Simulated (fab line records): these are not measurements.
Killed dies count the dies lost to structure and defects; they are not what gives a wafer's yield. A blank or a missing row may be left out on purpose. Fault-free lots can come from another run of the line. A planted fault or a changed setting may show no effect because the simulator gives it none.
Chamber matching -- flow nand_harc -- 4 sister chambers for NHARC_P_CONTACT_STRIP_28 on rie_diel-10
The step strips in O2. 27 wafers are shown with their chamber, then 12 later ones without.

WAFERS PAIRED WITH THEIR CHAMBERS
wafer,chamber,drypump_motor_current_A (A),rf_vpp_V (V),oes_product_au (a.u.)
L078.1,1,6.5,58.7,1.021
L078.3,3,6.2,58.8,1.021
L078.6,2,5.9,58.7,1.015
L079.1,1,6.5,58.7,1.008
L079.2,2,5.8,57.7,1.003
L079.6,0,5.7,56.6,1.006
L082.3,2,5.8,58.6,1.015
L082.5,3,6.3,57.6,1.014
L082.6,0,5.7,56.6,1.015
L083.1,3,6.2,57.6,1.006
L083.2,0,5.7,56.5,1.019
L083.4,1,6.5,59.1,1.000
L084.1,0,5.7,57.4,1.012
L084.3,1,6.4,57.6,1.020
L084.5,3,6.2,58.5,1.008
L086.1,0,5.7,58.5,1.008
L086.2,3,6.2,58.8,1.010
L086.6,0,5.7,55.6,1.015
L087.1,0,5.7,56.5,0.975
L087.2,2,5.8,58.6,1.019
L087.6,1,6.5,57.0,1.022
L089.2,1,6.5,57.4,1.008
L089.3,0,5.7,57.4,0.985
L089.4,2,5.8,57.1,1.019
L090.2,3,6.2,57.1,0.998
L090.5,3,6.3,58.5,1.001
L090.6,2,5.8,58.9,1.018

SIGNATURES (averages over the wafers above)
reading,chamber 0,chamber 1,chamber 2,chamber 3,scatter within a chamber
drypump_motor_current_A,5.700,6.483,5.817,6.229,0.0367
rf_vpp_V,56.888,58.083,58.267,58.129,0.786
oes_product_au,1.00438,1.01317,1.01483,1.00829,0.0109
Rule: distance of a wafer from a chamber = root of the sum over the readings of ((wafer's reading minus chamber's mean) / reading's scatter) squared. If the next closest chamber is less than 2 further off than the closest, the wafer can't be placed; otherwise it belongs to the closest. The scatter: the root of (the sum of the squares of (reading less its chamber's mean) over the shown wafers, divided by (wafers less chambers)).

WAFERS WITHOUT THEIR CHAMBER
wafer,drypump_motor_current_A (A),rf_vpp_V (V),oes_product_au (a.u.)
L091.2,5.8,57.9,1.024
L091.4,5.7,56.9,0.988
L091.5,5.7,57.5,0.989
L094.2,6.2,56.6,0.995
L094.4,5.8,58.7,1.010
L094.5,5.6,57.5,0.986
L093.2,5.7,56.8,0.977
L093.4,5.8,57.4,0.991
L093.6,5.9,58.0,1.001
L095.1,5.9,58.5,0.995
L095.2,6.5,58.3,1.003
L095.5,5.7,57.6,0.972

WHICH CHAMBER EACH ONE RAN IN
wafer,from the rows above,in truth
L091.2,2,2
L091.4,0,0
L091.5,0,0
L094.2,3,3
L094.4,2,2
L094.5,0,0
L093.2,0,0
L093.4,can't be placed: 2 or 0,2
L093.6,2,2
L095.1,2,2
L095.2,1,1
L095.5,0,0
11 of 12 placed correctly. These rows do not allow placing 1 (true chamber among the candidates in 1). Wrongly placed: 0.
